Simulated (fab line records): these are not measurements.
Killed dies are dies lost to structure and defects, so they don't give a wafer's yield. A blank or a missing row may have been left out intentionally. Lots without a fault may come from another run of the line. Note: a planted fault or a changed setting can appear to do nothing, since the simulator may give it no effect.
Chamber matching | flow n5 finfet | N5_BEOL_M7_ETCH_65 on rie diel-02: 4 sister chambers
The step etches SiARC in CF4, target depth 15.6 nm, time 26 s. 20 wafers are shown with their chamber, then 10 later ones without.

## WAFERS WITH THEIR CHAMBER
wafer  | chamber | drypump motor current A (A) | showerhead plenum p Torr (Torr) | throttle valve pct (%)
L078.1 | 2       | 5.3                         | 2.06                            | 15.6
L078.3 | 1       | 6.6                         | 2.25                            | 15.4
L078.4 | 3       | 5.2                         | 2.17                            | 15.8
L080.1 | 0       | 6.1                         | 2.19                            | 15.1
L080.4 | 2       | 5.3                         | 2.06                            | 15.7
L080.6 | 1       | 6.6                         | 2.25                            | 15.4
L081.1 | 1       | 6.6                         | 2.24                            | 15.4
L081.3 | 0       | 6.2                         | 2.19                            | 15.0
L081.4 | 3       | 5.2                         | 2.16                            | 15.8
L082.3 | 1       | 6.5                         | 2.24                            | 15.4
L082.4 | 0       | 6.1                         | 2.19                            | 15.1
L082.6 | 3       | 5.2                         | 2.16                            | 15.8
L083.2 | 1       | 6.5                         | 2.24                            | 15.4
L083.4 | 2       | 5.3                         | 2.05                            | 15.7
L083.6 | 0       | 6.1                         | 2.19                            | 15.1
L090.3 | 1       | 6.5                         | 2.24                            | 15.4
L090.4 | 3       | 5.2                         | 2.16                            | 15.8
L090.5 | 0       | 6.1                         | 2.19                            | 15.1
L092.1 | 1       | 6.6                         | 2.24                            | 15.4
L092.2 | 0       | 6.1                         | 2.19                            | 15.1

SIGNATURES (averages over the wafers above)
reading                  | chamber 0 | chamber 1 | chamber 2 | chamber 3 | scatter within a chamber
drypump motor current A  | 6.117     | 6.557     | 5.300     | 5.200     | 0.0399
showerhead plenum p Torr | 2.1900    | 2.2429    | 2.0567    | 2.1625    | 0.00422
throttle valve pct       | 15.083    | 15.400    | 15.667    | 15.800    | 0.0306
Rule: for a wafer and a chamber, the distance is found by dividing, reading by reading, the gap between the wafer's reading and the chamber's mean by the reading's scatter, squaring, summing and taking the root. The wafer belongs to the nearest chamber; if the next one is less than 2 further off, it can't be placed. The scatter: the root of (the sum of the squares of (reading less its chamber's mean) over the shown wafers, divided by (wafers less chambers)).

## WAFERS WHOSE CHAMBER IS MISSING
wafer  | drypump motor current A (A) | showerhead plenum p Torr (Torr) | throttle valve pct (%)
L092.6 | 5.3                         | 2.05                            | 15.7
L091.1 | 5.2                         | 2.16                            | 15.9
L091.2 | 6.1                         | 2.19                            | 15.1
L091.6 | 5.2                         | 2.16                            | 15.9
L093.1 | 6.1                         | 2.19                            | 15.1
L093.4 | 5.3                         | 2.05                            | 15.7
L093.6 | 5.3                         | 2.05                            | 15.7
L096.2 | 6.1                         | 2.19                            | 15.1
L096.4 | 5.2                         | 2.16                            | 15.9
L096.5 | 6.1                         | 2.19                            | 15.1

## THE CHAMBER EACH PASSED THROUGH
wafer  | from the rows above | in truth
L092.6 | 2                   | 2
L091.1 | 3                   | 3
L091.2 | 0                   | 0
L091.6 | 3                   | 3
L093.1 | 0                   | 0
L093.4 | 2                   | 2
L093.6 | 2                   | 2
L096.2 | 0                   | 0
L096.4 | 3                   | 3
L096.5 | 0                   | 0
Correctly placed: 10 of 10. Not placeable from these rows: 0. Number placed wrongly: 0.
